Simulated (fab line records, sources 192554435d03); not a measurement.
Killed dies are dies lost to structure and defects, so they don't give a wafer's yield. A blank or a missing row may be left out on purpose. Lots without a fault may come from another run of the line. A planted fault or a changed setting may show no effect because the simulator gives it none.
Chamber matching | flow n5_finfet | N5_BEOL_M0_SAQP_SPACER1_ALD_98 on ald_sin-03: 4 sister chambers
The step deposits SiO2, target thk 12.8 nm, pulse time 1 s, purge time 2 s. 4 wafers are shown with their chamber, then 9 later ones without.

WAFERS WITH THEIR CHAMBER
wafer  | chamber | heater_power_w (W)
L086.1 | 3       | 513
L086.5 | 1       | 519
L087.4 | 0       | 418
L087.6 | 2       | 354

WAFERS WITHOUT THEIR CHAMBER
wafer  | heater_power_w (W)
L089.1 | 532
L089.2 | 504
L089.4 | 430
L091.1 | 359
L091.3 | 505
L091.4 | 525
L094.1 | 521
L094.4 | 419
L094.6 | 419

WHICH CHAMBER EACH WENT THROUGH
wafer  | from the rows above     | in truth
L089.1 | can't be placed: 1 or 3 | 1
L089.2 | can't be placed: 3 or 1 | 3
L089.4 | 0                       | 0
L091.1 | 2                       | 2
L091.3 | can't be placed: 3 or 1 | 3
L091.4 | can't be placed: 1 or 3 | 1
L094.1 | can't be placed: 1 or 3 | 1
L094.4 | 0                       | 0
L094.6 | 0                       | 0
Placed correctly: 4 of 9. Can't be placed from these rows: 5 (the true chamber is among the candidates in 5). Placed wrongly: 0.
How it was worked out, from the rows above alone: a wafer's distance from a chamber is the root of the sum, over the readings, of the square of ((its reading less the chamber's mean) divided by the reading's scatter). The wafer belongs to the nearest chamber; if the next one is less than 2 further off, it can't be placed. A chamber's mean is the mean of its shown wafers. The scatter: with one shown wafer a chamber, the root of the mean of the squares of how far each hidden wafer lies from its nearest shown one.
